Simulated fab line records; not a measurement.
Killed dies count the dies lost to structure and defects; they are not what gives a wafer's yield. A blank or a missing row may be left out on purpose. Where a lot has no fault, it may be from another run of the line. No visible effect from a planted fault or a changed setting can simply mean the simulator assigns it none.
A struck lot beside a sound one -- flow nand harc -- 35 steps out of a route of 1302
Sound: these wafers, L406.3, L406.5, L406.6. Struck: wafers L416.1, L416.2, L416.4. At the end, the cause is stated.
Per side, at each step with rows, come the tool, then ch with its chambers, and then its first start. Under that, the readings that differ: sound wafers -- struck wafers -- difference of the means -- sigmas: that difference in standard deviations of wafers without a fault.
alike: same words and numbers on both sides, and readings whose means sit less than 2 such deviations apart. not compared: any withheld reading, any reading some wafer has no value for, any bound like >300 that may hide the same value, and any number with overlapping values for which the record gives no deviation.
The two part at a step that has a row with sigmas, a row that says differs or no value, or rows on one side only. Numbers that don't overlap but have no deviation are shown without sigmas and don't part them. A reading that every wafer of one side lacks parts them only if that side has two wafers or more.

NHARC_A_SLIT_CD_MEAS_21:
  struck on cd sem-03, day 24 22:23; sound on cd sem-02, day 21 08:17
  alike: cd nm
then, 3 steps without rows for these wafers: NHARC_A_SIN_REMOVE_WET_00 (chemistry H3PO4, time 15300 s); NHARC_A_SIN_REMOVE_PRECLEAN_01 (cleans in SC1); NHARC_A_SIN_REMOVE_SRD_02.
NHARC_A_SIN_REMOVE_INSPECT_04:
  struck on defect inspect-02, day 25 04:59; sound on defect inspect-02, day 21 14:52
  alike: raw defect count
then, 2 steps without rows for these wafers: NHARC_A_WL_FILL_ALD_00 (deposits Al2O3, target thk 3 nm, pulse time 3 s, ald cycles 30); NHARC_A_WL_FILL_RTA_01 (time 5 s).
NHARC_A_WL_FILL_ALD_02: deposits TiN, target thk 2 nm, pulse time 3 s, ald cycles 100.
  sound on ald metal-03 ch 2,3, day 21 15:25; struck on ald metal-02 ch 0,2,3, day 25 05:35
reading,sound,struck,difference,sigmas
precursor pulse height rel,0.958 0.979 0.963,0.989 1.033 1.022,+0.048,+2
  alike: heater power w
then, 1 step without rows for these wafers: NHARC_A_WL_FILL_CVD_03 (deposits W, target thk 40 nm, time 279 s).
NHARC_A_WL_FILL_ETCHBACK_04: etches the open film in NF3, target depth 60 nm, time 120 s.
  sound on rie metal-03 ch 0,1, day 21 16:34; struck on rie metal-03 ch 0,1, day 25 06:23
  alike: drypump motor current A, oes product au
  not compared: rf hours counter h
NHARC_A_WL_FILL_ETCHBACK_05: etches the open film in Cl2/BCl3, target depth 22 nm, time 60 s.
  sound on rie metal-03 ch 0,1, day 21 16:46; struck on rie metal-03 ch 0,1, day 25 06:37
  alike: drypump motor current A, oes product au
  not compared: rf hours counter h
NHARC_A_WL_FILL_STRIP_27: strips in N2/H2, time 20 s.
  sound on plasma asher-02 ch 0,1, day 21 16:57; struck on plasma asher-02 ch 0,1, day 25 06:46
  alike: drypump motor current A, heater power w
  not compared: rf hours counter h
then, 14 steps without rows for these wafers: NHARC_A_WL_FILL_STRIP_28 (strips in post etch residue remover, time 1200 s); NHARC_A_WL_FILL_PRECLEAN_06 (cleans in DIW, time 300 s); NHARC_A_WL_FILL_SRD_07; NHARC_A_WL_FILL_ANNEAL_08 (time 1800 s); NHARC_A_WL_FILL_ALD_10 (deposits SiO2, target thk 50 nm, pulse time 10 s, ald cycles 500); NHARC_A_WL_FILL_ETCHBACK_16 (etches the open film in C4F8/O2/Ar, target depth 120 nm, time 24 s); NHARC_A_WL_FILL_STRIP_29 (strips in O2, time 20 s); NHARC_A_WL_FILL_ETCHBACK_17 (etches the open film in Cl2/BCl3, target depth 4 nm, time 26.7 s); NHARC_A_WL_FILL_PRECLEAN_18 (cleans in dHF, time 30 s); NHARC_A_WL_FILL_SRD_21; NHARC_A_WL_FILL_CVD_23 (deposits poly-Si, target thk 40 nm, time 800 s); NHARC_A_WL_FILL_ETCHBACK_26 (etches the open film in HBr, target depth 52 nm, time 13.3 s); NHARC_A_WL_FILL_PRECLEAN_30 (cleans in dHF, time 10 s); NHARC_A_WL_FILL_SRD_14.
NHARC_A_WL_FILL_ALD_19: deposits TiN, target thk 2 nm, pulse time 3 s, ald cycles 100.
  sound on ald metal-03 ch 0,1, day 22 12:20; struck on ald metal-02 ch 1,2,3, day 25 21:18
  alike: heater power w, precursor pulse height rel
then, 4 steps without rows for these wafers: NHARC_A_WL_FILL_CVD_20 (deposits W, target thk 100 nm, time 74 s); NHARC_A_WL_FILL_CMP_12 (polishes, t overpolish 30 s, target thk 100 nm); NHARC_A_WL_FILL_SRD_31; NHARC_A_CONTACT_DEP_24 (deposits SiO2, target thk 500 nm).
NHARC_A_CONTACT_DEP_28: deposits aC, target thk 7000 nm.
  sound on acl dep-03 ch 0, day 22 16:44; struck on acl dep-01 ch 0, day 25 22:50
  alike: throttle valve pct
then, 2 steps without rows for these wafers: NHARC_A_CONTACT_DEP_29 (deposits SiON, target thk 100 nm); NHARC_A_CONTACT_DEHYDRATE_32 (time 120 s).
-- break in the record here, with 3 days between the starts of the struck wafers on either side (left off in module A_CONTACT, picked up again in module END, where the first step shown is number 1302 on the route) --
NHARC_END_SORT_01:
  sound on prober-01 ch 0, day 26 03:46; struck on prober-02 ch 0, day 29 09:35
reading,sound,struck,difference,sigmas
killed at array,47 42 63,95 106 92,+47,+3
killed dies,53 47 69,97 110 94,+44,+2
  alike: killed at other, killed at periphery, killed open, killed short

## WHERE THEY PART
First at NHARC_A_WL_FILL_ALD_02; last, within this record, at NHARC_END_SORT_01.

WHY: the cause the simulator had injected
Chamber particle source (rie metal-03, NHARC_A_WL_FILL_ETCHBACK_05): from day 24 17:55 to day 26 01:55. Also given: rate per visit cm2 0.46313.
